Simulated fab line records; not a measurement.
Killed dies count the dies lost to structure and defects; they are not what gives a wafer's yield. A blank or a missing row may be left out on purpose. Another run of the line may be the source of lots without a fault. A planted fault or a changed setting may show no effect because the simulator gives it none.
Chamber matching	flow nand_harc	3 sister chambers for NHARC_A_M1_PRE_CLEAN_32 on pecvd-03
The step time 12 s. 22 wafers are shown with their chamber, then 11 later ones without.

== WAFERS, EACH WITH ITS CHAMBER ==
wafer	chamber	heater_power_outer_w (W)	heater_power_w (W)
L074.1	2	345	562
L074.5	0	315	572
L074.6	2	345	555
L077.3	2	367	586
L077.4	1	244	485
L077.6	2	373	593
L078.1	2	393	645
L078.2	0	310	582
L078.6	1	249	517
L081.3	1	244	517
L081.5	1	248	529
L081.6	2	365	591
L080.1	1	271	544
L080.2	0	279	520
L080.4	2	342	549
L082.3	2	424	666
L082.5	1	254	529
L082.6	0	274	504
L091.1	1	273	546
L091.3	0	278	525
L091.5	0	286	521
L090.3	1	258	541

SIGNATURES (averages over the wafers above)
reading	chamber 0	chamber 1	chamber 2	scatter within a chamber
heater_power_outer_w	290.33	255.12	369.25	20.5
heater_power_w	537.33	526.00	593.38	32.7
Rule: a wafer lies at a distance from a chamber equal to the root of the sum of squares, over the readings, of (its reading less the chamber's mean, divided by the reading's scatter). The wafer belongs to the nearest chamber; if the next one is less than 2 further off, it can't be placed. The scatter: take each reading less its chamber's mean, square it, sum over the shown wafers, divide by the number of wafers less the number of chambers, and take the root.

== WAFERS MISSING THEIR CHAMBER ==
wafer	heater_power_outer_w (W)	heater_power_w (W)
L090.4	273	500
L090.6	391	631
L092.3	307	586
L092.4	358	572
L092.6	295	580
L093.3	258	549
L093.4	389	621
L093.5	298	525
L097.3	417	658
L097.4	428	650
L097.5	246	505

== EACH ONE'S CHAMBER ==
wafer	from the rows above	in truth
L090.4	can't be placed: 1 or 0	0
L090.6	2	2
L092.3	can't be placed: 0 or 2 or 1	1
L092.4	2	2
L092.6	can't be placed: 0 or 1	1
L093.3	can't be placed: 1 or 0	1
L093.4	2	2
L093.5	can't be placed: 0 or 1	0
L097.3	2	2
L097.4	2	2
L097.5	can't be placed: 1 or 0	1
Placed correctly: 5 of 11. Can't be placed from these rows: 6 (the true chamber is among the candidates in 6). 0 placed wrongly.
